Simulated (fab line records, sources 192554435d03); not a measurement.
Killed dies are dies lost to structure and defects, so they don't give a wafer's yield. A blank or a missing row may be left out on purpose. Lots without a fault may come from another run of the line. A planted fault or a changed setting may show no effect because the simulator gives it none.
A struck lot beside a sound one | flow n5_finfet | 15 steps out of a route of 1938
Sound: wafers L946.2, L946.3, L946.6. Struck: wafer L940.6. (L940.3 of the same lot was not struck and is left out.) The cause comes at the end.
At each step with rows: each side's tool, then ch and its chambers, then its first start. Under that, the readings that differ: sound wafers | struck wafers | difference of the means | sigmas: that difference in standard deviations of wafers without a fault.
alike: readings whose means differ by less than 2 such deviations, and words and numbers that are the same on both sides. not compared: withheld readings, readings that some wafer has no value for, bounds like >300 that may hide the same value, and numbers for which the record gives no deviation and whose values overlap.
The two part at a step that has a row with sigmas, a row that says differs or no value, or rows on one side only. Numbers that don't overlap but have no deviation are shown without sigmas and don't part them. A reading that every wafer of one side lacks parts them only if that side has two wafers or more.

N5_PASSIVATION_CD_MEAS_10: target cd 3000 nm.
  sound on cd_sem-02 ch 0, day 19 14:37; struck on cd_sem-01 ch 0, day 16 18:38
  reading    | sound          | struck | difference | sigmas
  cd_nm (nm) | 3002 3003 3008 | 2992   | -12        | -3
N5_PASSIVATION_OVL_MEAS_60:
  sound on overlay-02 ch 0, day 19 14:39; struck on overlay-01 ch 0, day 16 18:40
  alike: TV_OVL
N5_PASSIVATION_INSPECT_61: inspects for defects (macro).
  sound on defect_inspect-01, day 19 14:40; struck on defect_inspect-01, day 16 18:41
  alike: raw_defect_count
N5_PASSIVATION_DESCUM_12: chemistry O2, time 7.9 s.
  sound on rie_diel-06 ch 1,2, day 19 14:53; struck on rie_diel-06 ch 1, day 16 18:43
  alike: chamber_pressure_mTorr, drypump_motor_current_A, oes_product_au, rf_vpp_V, showerhead_plenum_p_Torr, throttle_valve_pct
  not compared: rf_hours_counter_h
N5_PASSIVATION_PASS_ETCH_74: etches SiNx in CF4/O2, target depth 220 nm, time 110 s.
  sound on rie_diel-06 ch 1,2, day 19 14:57; struck on rie_diel-06 ch 1, day 16 18:47
  alike: chamber_pressure_mTorr, drypump_motor_current_A, oes_product_au, rf_vpp_V, showerhead_plenum_p_Torr, throttle_valve_pct
  not compared: rf_hours_counter_h
then, 1 step without rows for these wafers: N5_PASSIVATION_VIA_ETCH_13 (etches SiO2 in CHF3/O2, target depth 660 nm, time 330 s).
N5_PASSIVATION_STRIP_14: strips in O2.
  sound on rie_diel-06 ch 1,2, day 19 15:14; struck on rie_diel-06 ch 1, day 16 19:05
  alike: chamber_pressure_mTorr, drypump_motor_current_A, oes_product_au, rf_vpp_V, showerhead_plenum_p_Torr, throttle_valve_pct
  not compared: rf_hours_counter_h
N5_PASSIVATION_ETCH_15: etches SiCN in CF4/N2, target depth 75 nm, time 81.2 s.
  sound on rie_diel-06 ch 1,2; struck on rie_diel-06 ch 1
  alike: chamber_pressure_mTorr, drypump_motor_current_A, oes_product_au, rf_vpp_V, showerhead_plenum_p_Torr, throttle_valve_pct
  not compared: rf_hours_counter_h
then, 2 steps without rows for these wafers: N5_PASSIVATION_STRIP_73 (strips in post etch residue remover, time 60 s); N5_PASSIVATION_SRD_17 (time 30 s, dry time 30 s).
N5_PASSIVATION_DEGAS_18: time 60 s.
  sound on pvd_sputter-02, day 19 15:35; struck on pvd_sputter-03, day 16 20:56
  alike: heater_power_w, susceptor_temp_C
then, 1 step without rows for these wafers: N5_PASSIVATION_PRE_CLEAN_19.
N5_PASSIVATION_SPUTTER_20: material TaN, target thk 50 nm.
  sound on pvd_sputter-02, day 19 15:40; struck on pvd_sputter-03, day 16 21:01
  reading                                         | sound             | struck | difference | sigmas
  susceptor_temp_C (C)                            | 25.00 25.02 24.96 | 25.27  | +0.28      | +3
  model.TaN_of_PASSIVATION_SPUTTER_20.thk_nm (nm) | 50.2 49.4 49.2    | 28     | -22        |
  alike: throttle_valve_pct
then, 1 step without rows for these wafers: N5_PASSIVATION_AL_DEP_21 (deposits Al, target thk 2800 nm, time 170 s).
N5_PASSIVATION_PROBE_49:
  sound on prober-02, day 19 21:50; struck on prober-02, day 17 02:58
  reading              | sound    | struck | difference | sigmas
  killed_at_other      | 8 11 6   | 0      | -8         | -2
  sort_bin_8_speed (%) | 0.59 0 0 | 0      | +0         | -4
  alike: defect_limited_yield, killed_at_M0_to_M3, killed_at_M4_up, killed_at_contacts, killed_at_front_end, killed_dies, killed_open, killed_short, sort_bin_5_function, sort_bin_6_memory, sort_n_pass

WHERE THEY PART
First at N5_PASSIVATION_CD_MEAS_10; last, within this record, at N5_PASSIVATION_PROBE_49.

WHY: what the simulator had put in
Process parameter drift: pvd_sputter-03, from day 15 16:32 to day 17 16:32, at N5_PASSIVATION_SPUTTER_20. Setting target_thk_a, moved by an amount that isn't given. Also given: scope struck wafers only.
